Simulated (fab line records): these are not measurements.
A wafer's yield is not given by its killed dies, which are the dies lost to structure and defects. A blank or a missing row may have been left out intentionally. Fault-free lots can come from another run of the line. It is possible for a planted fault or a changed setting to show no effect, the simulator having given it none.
Comparing a struck lot with a sound one ; flow n5-finfet ; 19 steps out of a route of 1938
Sound: wafers L528.2, L528.4, L528.5. Struck: wafer L536.5. (L536.6 of the same lot was not struck and is left out.) The cause comes at the end.
Per side, at each step with rows, come the tool, then ch with its chambers, and then its first start. Under that, the readings that differ: sound wafers ; struck wafers ; difference of the means ; sigmas: that difference in standard deviations of wafers without a fault.
alike: same words and numbers on both sides, and readings whose means sit less than 2 such deviations apart. not compared: any withheld reading, any reading some wafer has no value for, any bound like >300 that may hide the same value, and any number with overlapping values for which the record gives no deviation.
Wherever a step has rows on one side only, a row that says differs or no value, or a row with sigmas, the two part there. When numbers do not overlap yet have no deviation, they are printed without sigmas and do not part them. A reading that every wafer of one side lacks parts them only if that side has two wafers or more.

first, 9 steps without rows for these wafers: N5_BEOL_M4_COAT_67 (time 60 s, resist thk 60 nm); N5_BEOL_M4_COAT_68 (time 60 s, resist thk 12 nm); N5_BEOL_M4_COAT_76 (time 60 s, resist thk 5 nm); N5_BEOL_M4_COAT_22 (resist thk 30 nm); N5_BEOL_M4_EBR_24; N5_BEOL_M4_SOFTBAKE_23 (time 60 s); N5_BEOL_M4_EXPOSE_25 (exposes mask V3, defocus 5 nm); N5_BEOL_M4_PEB_26 (peb time 60 s); N5_BEOL_M4_DEVELOP_27 (develop time 30 s).
N5_BEOL_M4_CD_MEAS_28: target cd 26.2 nm, target cd y 24.1 nm.
  sound on cd-sem-01 ch 0, day 9 05:25; struck on cd-sem-02 ch 0, day 11 05:59
  alike: cd-nm
N5_BEOL_M4_OVL_MEAS_29:
  sound on overlay-01 ch 0, day 9 05:26; struck on overlay-01 ch 0, day 11 06:02
  alike: V3_OVL
N5_BEOL_M4_INSPECT_30: inspects for defects (brightfield).
  sound: defect-inspect-02 at day 9 05:30; struck: defect-inspect-01 at day 11 06:04
reading;sound;struck;difference;sigmas
raw-defect-count;361 320 348;588;+245;+2
N5_BEOL_M4_DESCUM_33: chemistry O2, time 7 s.
  sound on rie-diel-01 ch 1,2,3, day 9 05:32; struck on rie-diel-04 ch 0, day 11 06:26
reading;sound;struck;difference;sigmas
model.CAR-EUV_of_BEOL_M4_COAT_22.thk-nm (nm);25.8 26 25.8;23.6;-2.3;
  alike: bias-power-w, drypump-motor-current-A, oes-product-au, rf-vpp-V, showerhead-plenum-p-Torr, throttle-valve-pct
  not compared: rf-hours-counter-h
N5_BEOL_M4_ETCH_77: etches underlayer in N2/H2, target depth 6.5 nm, time 5.2 s.
  sound on rie-diel-01 ch 1,2,3, day 9 05:34; struck on rie-diel-04 ch 0, day 11 06:28
  alike: bias-w, drypump-motor-current-A, etch-rf-on-time-s, h2-flow-sccm, oes-product-au, rf-vpp-V, showerhead-plenum-p-Torr, throttle-valve-pct
  not compared: rf-hours-counter-h
N5_BEOL_M4_ETCH_69: etches SiARC in CF4, target depth 15.6 nm, time 26 s.
  sound on rie-diel-01 ch 1,2,3, day 9 05:35; struck on rie-diel-04 ch 0, day 11 06:30
  alike: bias-w, drypump-motor-current-A, etch-rf-on-time-s, oes-product-au, rf-vpp-V, showerhead-plenum-p-Torr, throttle-valve-pct
  not compared: rf-hours-counter-h
N5_BEOL_M4_ALD_98: deposits SiO2, target thk 2.5 nm, pulse time 1 s, co reactant pulse time 1 s.
  sound on ald-sin-04 ch 0,1, day 9 05:40; struck on ald-sin-04 ch 0, day 11 06:36
reading;sound;struck;difference;sigmas
precursor-pulse-height-rel;0.989 0.983 0.990;1.039;+0.052;+3
  alike: heater-power-w
  not compared: since-wet-clean-h
N5_BEOL_M4_ETCHBACK_99: etches SiO2 in CHF3, target depth 5 nm, time 10.4 s.
  sound on rie-diel-01 ch 0,1,2, day 10 07:00; struck on rie-diel-05 ch 2, day 12 12:40
reading;sound;struck;difference;sigmas
model.CAR-EUV_of_BEOL_M4_COAT_22.thk-nm (nm);10.2 10.4 10.2;8;-2;
  alike: bias-w, drypump-motor-current-A, oes_f_703_au, oes-product-au, rf-vpp-V, showerhead-plenum-p-Torr, throttle-valve-pct
  not compared: rf-hours-counter-h
N5_BEOL_M4_ETCH_70: etches SOC in N2/H2, target depth 80 nm, overetch 24 nm, time 130 s.
  sound on rie-diel-01 ch 0,1,2, day 10 07:02; struck on rie-diel-05 ch 2, day 12 12:44
  alike: bias-w, drypump-motor-current-A, h2-flow-sccm, oes-product-au, rf-vpp-V, showerhead-plenum-p-Torr, throttle-valve-pct
  not compared: rf-hours-counter-h
N5_BEOL_M4_RC_MEAS_101:
  sound on prober-02 ch 0, day 10 12:13; struck on prober-01 ch 0, day 12 19:55
reading;sound;struck;difference;sigmas
DIBL_N (mV/V);37.6 37.6 38.0;43.6;+5.9;+2
IOFF_N (nA/um);0.20 0.21 0.19;0.32;+0.12;+2
IOFF_P (nA/um);0.25 0.25 0.22;0.39;+0.15;+3
SS_N (mV/dec);71.6 71.7 72.0;73.7;+1.9;+3
VT_P (mV);-251 -249 -252;-243;+8;+2
  alike: DIBL_P, ION_N, ION_P, SS_P, VT_N

== WHERE THEY PART ==
Earliest at N5_BEOL_M4_INSPECT_30; latest, in this record, at N5_BEOL_M4_RC_MEAS_101.

WHY: the cause the simulator had injected
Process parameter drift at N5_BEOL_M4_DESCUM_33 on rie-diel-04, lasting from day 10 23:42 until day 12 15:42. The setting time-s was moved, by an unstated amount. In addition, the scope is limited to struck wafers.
